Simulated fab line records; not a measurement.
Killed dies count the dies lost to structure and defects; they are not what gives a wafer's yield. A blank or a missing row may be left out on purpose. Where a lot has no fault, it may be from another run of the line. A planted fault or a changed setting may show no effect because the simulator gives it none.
Matching of chambers + flow nand harc + NHARC_A_WL_FILL_ALD_02 on ald metal-03 has 4 sister chambers
The step deposits TiN, target thk 2 nm, pulse time 3 s, ald cycles 100. 14 wafers are shown with their chamber, then 7 later ones without.

== WAFERS WITH THEIR CHAMBER ==
| wafer  | chamber | heater power w (W) | precursor pulse height rel |
|--------|---------|--------------------|----------------------------|
| L977.2 | 0       | 999                | 1.003                      |
| L977.3 | 2       | 1086               | 0.980                      |
| L977.6 | 0       | 1015               | 0.985                      |
| L976.1 | 2       | 1127               | 1.000                      |
| L976.5 | 0       | 993                | 0.981                      |
| L976.6 | 1       | 825                | 0.986                      |
| L982.1 | 3       | 972                | 1.008                      |
| L982.2 | 0       | 981                | 0.982                      |
| L982.6 | 0       | 1016               | 0.990                      |
| L985.3 | 0       | 993                | 1.027                      |
| L985.4 | 1       | 827                | 0.991                      |
| L985.5 | 0       | 1003               | 0.994                      |
| L990.1 | 3       | 958                | 1.029                      |
| L990.5 | 3       | 979                | 0.996                      |

SIGNATURES, as means of the wafers listed above
| reading                    | chamber 0 | chamber 1 | chamber 2 | chamber 3 | scatter within a chamber |
|----------------------------|-----------|-----------|-----------|-----------|--------------------------|
| heater power w             | 1000.00   | 826.00    | 1106.50   | 969.67    | 14.2                     |
| precursor pulse height rel | 0.99457   | 0.98850   | 0.99000   | 1.01100   | 0.0153                   |
Rule: a wafer's distance from a chamber is the root of the sum, over the readings, of the square of ((its reading less the chamber's mean) divided by the reading's scatter). If the next closest chamber is less than 2 further off than the closest, the wafer can't be placed; otherwise it belongs to the closest. How the scatter is found: for the shown wafers, subtract from each reading the mean of its chamber, square and add these, divide the total by (wafers less chambers), then take the root.

== WAFERS MISSING THEIR CHAMBER ==
| wafer  | heater power w (W) | precursor pulse height rel |
|--------|--------------------|----------------------------|
| L990.6 | 1028               | 1.006                      |
| L993.1 | 1121               | 1.012                      |
| L993.3 | 851                | 0.976                      |
| L993.4 | 962                | 1.019                      |
| L997.1 | 1018               | 0.995                      |
| L997.3 | 849                | 1.014                      |
| L997.4 | 859                | 1.034                      |

== WHICH CHAMBER EACH WENT THROUGH ==
| wafer  | from the rows above | in truth |
|--------|---------------------|----------|
| L990.6 | 0                   | 0        |
| L993.1 | 2                   | 2        |
| L993.3 | 1                   | 1        |
| L993.4 | 3                   | 3        |
| L997.1 | 0                   | 0        |
| L997.3 | 1                   | 1        |
| L997.4 | 1                   | 1        |
Correctly placed: 7 of 7. Left unplaced by these rows: 0. Placed wrongly: 0.
